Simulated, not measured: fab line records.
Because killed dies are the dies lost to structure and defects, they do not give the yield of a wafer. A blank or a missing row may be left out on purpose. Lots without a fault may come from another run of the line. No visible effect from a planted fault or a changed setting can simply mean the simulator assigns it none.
fab line records ; flow n5_finfet
record: lots: 9; wafers: 26; last_day: 17
route steps=1938 shown BEOL_M2@930 BEOL_M3@932 BEOL_M4@1111 PASSIVATION@1936
lots that met no fault: from a run of the same line without faults
start_h: hours from the record's first day to the start of the lot's first wafer shown ; wait_h: hours from the lot's prior step to this one ; " identical to the entry in the row above ; L1.1+2: a single row standing in for several wafers ; - no value present, or no start provided ; * or withheld: withheld ; < > ~ a bound
route shown NAME@n: a module of which the file shows steps, and the number in the route of the first ; usual: mean/standard deviation of fault-free wafers ; same: alike in all rows ; chamber/n: place in a boat ; sites: each site's reading ; _std_site: standard deviation across them ; _edge_site: the outer-site mean with the inner-site mean subtracted ; radius_mm: how far each site lies from the wafer's centre ; mask NAME#n: copy n ; behind: the tool/chamber that last shaped the wafer ; hold: reason for holding the lot/hours on hold/outcome of the hold ; device: which transistor (n, p or np) failed to switch ; end of line: the tests these same wafers got at the end of their route ; where a step has no rows: the recipe by itself ; killed: count of dies lost to structure and defects at first sort (not the wafer's yield) ; map: shows each die of a wafer: x if killed, . if not, _ if none is there
set.NAME: the run value of the setting; set.NAME@STEP: its run value at that earlier step ; model.NAME: the simulator's own value behind a step, which no gauge read
one table for each step of the route and one row for each wafer, over a sample of lots
services: from which hour (start_h, from the record's first day; less than 0 if before it) a tool's chamber was out of use, for how many hours, and why
== steps ==
step: N5_BEOL_M2_INSPECT_59
recipe: inspect_instrument: darkfield; mode: post_dep
usual: raw_defect_count: 68/21
lot.wafer;tool;chamber;start_h;wait_h;raw_defect_count
L226.2;defect_inspect-01;-;170.85;0.0;60
L226.4;defect_inspect-01;-;170.85;0.0;91
L226.6;defect_inspect-01;-;170.85;0.0;60
L225.1;defect_inspect-01;-;171.22;0.0;83
L225.5;defect_inspect-01;-;171.22;0.0;54
L225.6;defect_inspect-01;-;171.22;0.0;96
L227.4;defect_inspect-02;-;191.01;0.0;47
L227.5;defect_inspect-02;-;191.01;0.0;45
L227.6;defect_inspect-02;-;191.01;0.0;38
L229.1;defect_inspect-01;-;198.77;0.0;45
L229.3;defect_inspect-01;-;198.77;0.0;62
L229.5;defect_inspect-01;-;198.77;0.0;75
L232.1;defect_inspect-01;-;203.45;0.0;78
L232.4;defect_inspect-01;-;203.45;0.0;64
L232.5;defect_inspect-01;-;203.45;0.0;58
L233.5;defect_inspect-02;-;224.08;0.0;65
L233.6;defect_inspect-02;-;224.08;0.0;59
L236.2;defect_inspect-02;-;237.20;0.0;40
L236.4;defect_inspect-02;-;237.20;0.0;104
L236.6;defect_inspect-02;-;237.20;0.0;76
L239.3;defect_inspect-02;-;245.36;0.0;55
L239.4;defect_inspect-02;-;245.36;0.0;62
L239.5;defect_inspect-02;-;245.36;0.0;49
L244.1;defect_inspect-01;-;286.98;0.0;53
L244.2;defect_inspect-01;-;286.98;0.0;43
L244.6;defect_inspect-01;-;286.98;0.0;42
step: N5_BEOL_M3_THK_MEAS_01
recipe: reads: SiOC_of_BEOL_M3_ILD_DEP_00
usual: M3_ILD_THK: 79.6/1.3
lot.wafer;tool;chamber;start_h;wait_h;M3_ILD_THK[nm]
L226.2;film_metro-01;-;171.17;0.3;79.7
L226.4;film_metro-01;-;171.17;0.3;80.9
L226.6;film_metro-01;-;171.17;0.3;79.7
L225.1;film_metro-02;-;171.33;0.0;79.8
L225.5;film_metro-02;-;171.33;0.0;81.8
L225.6;film_metro-02;-;171.33;0.0;78.2
L227.4;film_metro-02;-;191.14;0.1;79.2
L227.5;film_metro-02;-;191.14;0.1;79.7
L227.6;film_metro-02;-;191.14;0.1;78.4
L229.1;film_metro-01;-;198.88;0.0;78.4
L229.3;film_metro-01;-;198.88;0.0;77.9
L229.5;film_metro-01;-;198.88;0.0;80.3
L232.1;film_metro-01;-;203.56;0.1;81.1
L232.4;film_metro-01;-;203.56;0.1;82.0
L232.5;film_metro-01;-;203.56;0.1;82.0
L233.5;film_metro-01;-;224.20;0.0;81.1
L233.6;film_metro-01;-;224.20;0.0;80.0
L236.2;film_metro-02;-;237.30;0.1;79.0
L236.4;film_metro-02;-;237.30;0.1;79.6
L236.6;film_metro-02;-;237.30;0.1;80.1
L239.3;film_metro-02;-;245.46;0.1;79.5
L239.4;film_metro-02;-;245.46;0.1;80.4
L239.5;film_metro-02;-;245.46;0.1;80.3
L244.1;film_metro-01;-;287.08;0.0;79.4
L244.2;film_metro-01;-;287.08;0.0;78.9
L244.6;film_metro-01;-;287.08;0.0;80.3
step: N5_BEOL_M3_PECVD_72
recipe: material: SiO2; target_thk_a: 160; temp_c: 400; precursor: TEOS/O2; pressure_torr: 5.5; rf_w: 450; teos_flow_sccm: 53.8; gas: O2; flow_sccm: 3000; time_s: 18
usual: heater_power_w: 746/95; showerhead_plenum_p_Torr: 8.81/0.05; susceptor_temp_C: 399.99/0.22; throttle_valve_pct: 22.4/1.2
lot.wafer;tool;chamber;start_h;wait_h;heater_power_w;showerhead_plenum_p_Torr;susceptor_temp_C;throttle_valve_pct
L226.2;pecvd-03;1;171.20;0.0;922;8.90;399.78;22.7
L226.4;pecvd-03;0;171.20;0.0;735;8.84;399.79;20.7
L226.6;pecvd-03;1;171.20;0.0;910;8.88;400.23;22.9
L225.1;pecvd-02;0;171.36;0.0;644;8.78;399.72;23.5
L225.5;pecvd-02;2;171.36;0.0;740;8.82;400.08;22.2
L225.6;pecvd-02;0;171.36;0.0;659;8.76;399.45;23.3
L227.4;pecvd-03;1;191.19;0.1;839;8.89;400.01;23.0
L227.5;pecvd-03;0;191.19;0.1;715;8.83;400.62;21.0
L227.6;pecvd-03;1;191.19;0.1;841;8.90;400.07;22.9
L229.1;pecvd-04;2;198.91;0.0;822;8.72;399.94;23.8
L229.3;pecvd-04;0;198.91;0.0;937;8.78;399.90;22.8
L229.5;pecvd-04;1;198.91;0.0;829;8.83;400.41;22.0
L232.1;pecvd-03;0;203.60;0.0;660;8.84;399.94;20.8
L232.4;pecvd-03;1;203.60;0.0;800;8.89;399.82;23.3
L232.5;pecvd-03;2;203.60;0.0;575;8.81;400.13;20.7
L233.5;pecvd-03;2;224.26;0.1;637;8.84;399.59;20.9
L233.6;pecvd-03;1;224.26;0.1;779;8.89;400.43;22.8
L236.2;pecvd-03;2;237.34;0.0;649;8.83;413.91;21.1
L236.4;pecvd-03;0;237.34;0.0;676;8.84;399.73;20.9
L236.6;pecvd-03;1;237.34;0.0;899;8.92;400.08;22.9
L239.3;pecvd-03;2;245.50;0.0;592;8.82;414.04;20.8
L239.4;pecvd-03;2;245.50;0.0;621;8.83;413.89;20.8
L239.5;pecvd-03;0;245.50;0.0;720;8.83;400.07;20.6
L244.1;pecvd-02;2;287.12;0.0;814;8.81;400.00;20.5
L244.2;pecvd-02;0;287.12;0.0;640;8.77;399.82;23.6
L244.6;pecvd-02;2;287.12;0.0;806;8.79;400.05;20.4
step: N5_BEOL_M3_HM_DEP_02
recipe: material: TiN; target_thk_a: 200; temp_c: 25; chamber_pressure_pa: 0.49996
usual: throttle_valve_pct: 30.0/1.2
lot.wafer;tool;chamber;start_h;wait_h;throttle_valve_pct
L226.2;pvd_sputter-02;-;174.64;3.4;32.5
L226.4;pvd_sputter-02;-;174.64;3.4;29.3
L226.6;pvd_sputter-02;-;174.64;3.4;27.6
L225.1;pvd_sputter-02;-;174.74;3.4;32.1
L225.5;pvd_sputter-02;-;174.74;3.4;30.3
L225.6;pvd_sputter-02;-;174.74;3.4;32.1
L227.4;pvd_sputter-01;-;191.53;0.3;29.2
L227.5;pvd_sputter-01;-;191.53;0.3;30.6
L227.6;pvd_sputter-01;-;191.53;0.3;31.4
L229.1;pvd_sputter-01;-;199.26;0.3;31.0
L229.3;pvd_sputter-01;-;199.26;0.3;29.7
L229.5;pvd_sputter-01;-;199.26;0.3;29.2
L232.1;pvd_sputter-02;-;204.95;1.3;32.1
L232.4;pvd_sputter-02;-;204.95;1.3;27.5
L232.5;pvd_sputter-02;-;204.95;1.3;32.5
L233.5;pvd_sputter-02;-;224.47;0.2;32.5
L233.6;pvd_sputter-02;-;224.47;0.2;30.6
L236.2;pvd_sputter-01;-;238.96;1.6;30.9
L236.4;pvd_sputter-01;-;238.96;1.6;30.7
L236.6;pvd_sputter-01;-;238.96;1.6;30.6
L239.3;pvd_sputter-01;-;245.84;0.3;29.1
L239.4;pvd_sputter-01;-;245.84;0.3;29.4
L239.5;pvd_sputter-01;-;245.84;0.3;29.8
L244.1;pvd_sputter-02;-;289.59;2.5;29.1
L244.2;pvd_sputter-02;-;289.59;2.5;32.4
L244.6;pvd_sputter-02;-;289.59;2.5;30.7
step: N5_BEOL_M3_CMP_52
recipe: stop_on: SiOC; t_overpolish_s: 6.8; down_force_psi: 1; platen_rpm: 50; clearing_platen_down_force_psi: 1.5; clearing_platen_rpm: 50; post_cmp_clean: cu_alkaline; target_thk_nm: 40; clearing_platen_pad_velocity_m_s: 0.99484; pad_velocity_m_s: 0.99484
usual: barrier_field_endpoint_s: 24.5/0.68; edge_zone_pressure_frac: 0.999/0.0052; head_pressure_psi: 1.0000/0.0021; motor_current_A: 6.2/0.56
lot.wafer;tool;chamber;start_h;wait_h;barrier_field_endpoint_s;edge_zone_pressure_frac;head_pressure_psi;motor_current_A
L225.1;cmp-04;1;182.58;0.4;24.0;0.997;0.9965;6.5
L225.6;cmp-04;2;182.58;0.4;24.6;1.002;1.0028;7.4
L225.5;cmp-04;3;182.58;0.4;25.5;0.992;1.0051;6.7
L226.4;cmp-04;1;187.15;0.1;24.8;1.005;1.0020;6.2
L226.2;cmp-04;2;187.15;0.1;24.7;0.995;1.0007;7.2
L226.6;cmp-04;1;187.15;0.1;25.3;1.001;1.0025;6.3
L227.4;cmp-03;3;197.82;0.2;25.0;0.992;0.9988;6.5
L227.5;cmp-03;0;197.82;0.2;24.6;0.993;0.9995;6.1
L227.6;cmp-03;1;197.82;0.2;23.3;1.000;0.9992;5.9
L229.3;cmp-01;3;210.58;0.2;23.9;0.990;1.0013;6.0
L229.1;cmp-01;1;210.58;0.2;23.8;1.000;0.9992;5.8
L229.5;cmp-01;3;210.58;0.2;23.9;0.985;1.0006;5.8
L232.1;cmp-03;1;217.98;0.3;24.2;1.001;0.9984;5.8
L232.4;cmp-03;0;217.98;0.3;24.6;1.007;0.9989;6.4
L232.5;cmp-03;1;217.98;0.3;23.3;0.997;1.0004;5.7
L233.5;cmp-04;2;235.19;0.2;24.0;0.990;0.9986;7.5
L233.6;cmp-04;3;235.19;0.2;24.4;1.002;0.9984;6.9
L236.4;cmp-01;3;251.39;0.1;25.1;0.992;1.0019;6.1
L236.2;cmp-01;2;251.39;0.1;22.5;1.004;1.0010;6.2
L236.6;cmp-01;3;251.39;0.1;24.0;0.983;0.9995;6.4
L239.3;cmp-04;0;253.20;0.2;21.8;1.002;1.0013;5.2
L239.4;cmp-04;2;253.20;0.2;22.4;0.992;1.0011;7.3
L239.5;cmp-04;0;253.20;0.2;24.5;0.998;1.0022;5.5
L244.1;cmp-03;3;296.82;0.3;25.1;1.003;1.0011;7.0
L244.2;cmp-03;1;296.82;0.3;24.0;0.999;1.0045;5.7
L244.6;cmp-03;2;296.82;0.3;25.2;1.000;1.0010;5.9
step: N5_BEOL_M4_RC_MEAS_101
usual: DIBL_N: 36.0/2.2; DIBL_P: 35.9/2.6; IOFF_N: 0.16/0.038; IOFF_P: 0.21/0.042; ION_N: 675/15; ION_P: 463/10; SS_N: 71.5/0.62; SS_P: 73.2/0.76; VT_N: 250/4.1; VT_P: -251/3.6
lot.wafer;tool;chamber;start_h;wait_h;DIBL_N[mV/V];DIBL_P[mV/V];IOFF_N[nA/um];IOFF_P[nA/um];ION_N[uA/um];ION_P[uA/um];SS_N[mV/dec];SS_P[mV/dec];VT_N[mV];VT_P[mV]
L225.1;prober-01;0;192.73;0.0;32.4;31.1;0.10;0.14;662;457;71.0;72.7;259;-258
L225.5;prober-01;0;192.73;0.0;32.1;31.3;0.10;0.14;648;454;70.5;72.4;260;-257
L225.6;prober-01;0;192.73;0.0;34.7;33.8;0.13;0.18;674;465;71.4;74.1;255;-251
L226.2;prober-01;0;195.36;0.2;38.7;39.3;0.21;0.26;690;471;72.2;74.5;245;-249
L226.4;prober-01;0;195.36;0.2;36.1;35.5;0.16;0.19;675;459;72.4;73.7;249;-251
L226.6;prober-01;0;195.36;0.2;33.1;32.3;0.12;0.16;662;452;71.2;72.1;252;-253
L227.4;prober-01;0;211.21;0.5;43.9;43.5;0.29;0.34;693;471;72.5;75.3;245;-245
L227.5;prober-01;0;211.21;0.5;41.1;40.2;0.22;0.26;687;469;72.6;74.2;243;-247
L227.6;prober-01;0;211.21;0.5;37.2;35.3;0.14;0.19;684;467;71.3;73.0;252;-255
L229.1;prober-01;0;219.77;0.0;35.3;34.6;0.13;0.17;673;464;70.8;72.6;251;-255
L229.3;prober-01;0;219.77;0.0;37.6;36.8;0.16;0.20;662;450;71.5;74.0;252;-254
L229.5;prober-01;0;219.77;0.0;39.0;39.5;0.21;0.24;684;464;72.3;74.1;246;-252
L232.1;prober-01;0;230.50;0.0;38.5;36.9;0.16;0.26;684;475;71.2;73.7;248;-247
L232.4;prober-01;0;230.50;0.0;32.9;30.5;0.09;0.17;639;447;70.3;72.9;257;-250
L232.5;prober-01;0;230.50;0.0;37.7;36.0;0.16;0.25;674;474;71.4;73.6;248;-245
L233.5;prober-01;0;247.91;0.6;34.9;34.8;0.14;0.18;681;466;71.4;72.5;250;-250
L233.6;prober-01;0;247.91;0.6;35.5;36.6;0.15;0.20;666;456;71.6;73.4;246;-254
L239.3;prober-02;0;264.25;0.3;38.2;34.2;0.15;0.19;658;452;71.8;73.3;253;-253
L239.4;prober-02;0;264.25;0.3;38.3;37.3;0.17;0.23;691;473;71.6;73.5;245;-251
L239.5;prober-02;0;264.25;0.3;37.3;36.2;0.16;0.22;687;474;71.0;73.4;248;-249
L236.2;prober-01;0;264.52;0.2;35.9;34.9;0.14;0.17;670;458;71.9;73.3;253;-257
L236.4;prober-01;0;264.52;0.2;34.5;34.9;0.14;0.17;656;452;71.3;74.0;248;-256
L236.6;prober-01;0;264.52;0.2;33.3;32.4;0.10;0.15;632;438;71.4;73.3;254;-259
L244.1;prober-02;0;306.35;0.0;36.0;37.0;0.18;0.25;684;464;71.0;73.4;245;-248
L244.2;prober-02;0;306.35;0.0;35.7;36.7;0.18;0.25;693;475;71.2;73.6;244;-245
L244.6;prober-02;0;306.35;0.0;35.6;37.8;0.19;0.28;700;491;71.5;74.2;245;-245
step: N5_PASSIVATION_PROBE_49
usual: defect_limited_yield: 91.4/1.6; killed_at_M0_to_M3: 35/10; killed_at_M4_up: 12/4.7; killed_at_contacts: 12/5.8; killed_at_front_end: 38/12; killed_at_other: 4/3.2; killed_dies: 102/18; killed_open: 68/14; killed_short: 32/8; sort_bin_4_leakage: 0.00/0.043; sort_bin_5_function: 5.1/0.96; sort_bin_6_memory: 3.2/0.77; sort_bin_8_speed: 0.1/0.39; sort_n_pass: 1078/20; sort_yield_pct: 91.3/1.7
same: gross_dies: 1180; killed_at_back_side: 0
lot.wafer;tool;chamber;start_h;wait_h;defect_limited_yield[%];killed_at_M0_to_M3;killed_at_M4_up;killed_at_contacts;killed_at_front_end;killed_at_other;killed_dies;killed_open;killed_short;sort_bin_4_leakage[%];sort_bin_5_function[%];sort_bin_6_memory[%];sort_bin_8_speed[%];sort_n_pass;sort_yield_pct[%]
L229.1;prober-02;-;325.59;0.0;92.1;39;19;9;20;6;93;65;28;0;4.7;2.9;0;1087;92.1
L229.3;prober-02;-;325.69;0.1;90.3;47;9;4;53;1;114;74;32;0;5.3;3.5;0;1066;90.3
L229.5;prober-02;-;325.79;0.2;93.6;25;8;4;35;3;75;47;28;0;3.5;2.8;0;1105;93.6
L236.2;prober-01;-;373.35;0.1;89.1;45;19;7;45;13;129;83;45;0;5.7;4.9;0;1051;89.1
L236.4;prober-01;-;373.45;0.2;89.9;46;17;11;36;9;119;91;28;0;6.4;3.6;0;1061;89.9
L236.6;prober-01;-;373.55;0.3;90.0;48;9;23;32;6;118;81;35;0;5.8;3.9;2.5;1033;87.5
killed by level:class
L229.1 BEOL_M3:geometric_particle:open=15 BEOL_M4:geometric_particle:open=14 MOL_CONTACT_COAG:geometric_particle:open=7 BEOL_M0_SAQP:geometric_particle:open=7 BEOL_M1:geometric_particle:short=5 STARTING-WAFER:geometric_particle:short=5 FIN_SAQP:geometric_particle:open=4 BEOL_M0_SAQP:geometric_particle:short=4
L229.3 STI_FIN_REVEAL:geometric_particle:open=22 BEOL_M2:geometric_particle:open=10 BEOL_M0_SAQP:geometric_particle:open=9 BEOL_M0_SAQP:geometric_particle:short=8 BEOL_M3:geometric_particle:open=8 HKMG_FIN:area_etch=7 FIN_SAQP:geometric_particle:short=5 FIN_SAQP:geometric_particle:open=5
L229.5 BEOL_M0_SAQP:geometric_particle:open=10 FIN_SAQP:geometric_particle:open=8 FIN_SAQP:geometric_particle:short=7 STI_FIN_REVEAL:geometric_particle:open=7 BEOL_M0_SAQP:geometric_particle:short=6 MOL_CONTACT_COAG:geometric_particle:open=4 BEOL_M3:geometric_particle:open=4 GATE_CUT:geometric_particle:short=3
L236.2 BEOL_M0_SAQP:geometric_particle:open=13 FIN_SAQP:geometric_particle:short=12 STI_FIN_REVEAL:geometric_particle:open=12 BEOL_M0_SAQP:geometric_particle:short=12 BEOL_M4:geometric_particle:open=11 BEOL_M3:geometric_particle:open=9 FIN_SAQP:geometric_particle:open=7 MOL_CONTACT_COAG:geometric_particle:open=5
L236.4 BEOL_M3:geometric_particle:open=15 BEOL_M2:geometric_particle:open=11 STI_FIN_REVEAL:geometric_particle:open=9 MOL_CONTACT_COAG:geometric_particle:open=9 BEOL_M0_SAQP:geometric_particle:open=7 FIN_SAQP:geometric_particle:open=6 BEOL_M0_SAQP:geometric_particle:short=6 BEOL_M4:geometric_particle:open=6
L236.6 MOL_CONTACT_COAG:geometric_particle:open=21 BEOL_M0_SAQP:geometric_particle:short=14 BEOL_M0_SAQP:geometric_particle:open=13 BEOL_M3:geometric_particle:open=9 BEOL_M2:geometric_particle:open=8 STI_FIN_REVEAL:geometric_particle:open=7 ILD0:geometric_particle:open=5 DUMMY_GATE:geometric_particle:open=3
== services ==
tool;chamber;start_h;hours;kind
pvd_sputter-01;-;150.27;1.8;repair
cmp-01;-;154.57;0.4;repair
pecvd-02;2;158.51;5.0;scheduled_down
pecvd-04;-;168.14;0.8;repair
pecvd-04;2;177.30;2.1;scheduled_down
cmp-04;-;177.55;0.7;repair
pecvd-03;2;178.89;16.5;scheduled_down
cmp-01;-;181.78;3.0;repair
pecvd-04;2;187.96;5.0;scheduled_down
cmp-01;-;196.02;4.0;pm
cmp-01;-;200.02;-;consumable_replace:conditioner
cmp-01;-;200.02;-;consumable_replace:pad
pecvd-02;2;202.38;-;clean
pecvd-02;2;202.38;-;consumable_replace:showerhead
pecvd-02;2;202.38;29.0;scheduled_down
pecvd-02;2;202.38;29.0;vent_cycle
cmp-04;-;207.57;24.7;pm
pecvd-03;0;209.19;2.1;scheduled_down
cmp-03;-;238.49;1.3;repair
cmp-03;-;245.04;4.0;pm
cmp-03;-;249.04;-;consumable_replace:conditioner
cmp-03;-;249.04;-;consumable_replace:pad
pecvd-02;0;251.39;5.1;repair
cmp-04;-;253.65;0.9;repair
== key ==
first_sign: step: N5_BEOL_M3_PECVD_72; reading: susceptor_temp_C; direction: up; sigmas: 63; usual: *; struck: *
effect: step: N5_BEOL_M3_CMP_52; reading: barrier_field_endpoint_s; direction: down; sigmas: 3.3; usual: 24.5; struck: 22.2
met_at N5_BEOL_M3_PECVD_72
struck_lots L236,L239
struck_wafers L236.2,L239.3,L239.4
not_acting_at N5_BEOL_M2_INSPECT_59,N5_BEOL_M3_THK_MEAS_01,N5_BEOL_M3_HM_DEP_02
onset_between 224.26 237.34
fault: kind: process_parameter_drift; tool: pecvd-03; chamber: 2; onset_h: 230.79; steps: N5_BEOL_M3_PECVD_72; channel: temp_c; offset: *; shape: step; end_h: 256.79; acts_in: *; stated: *
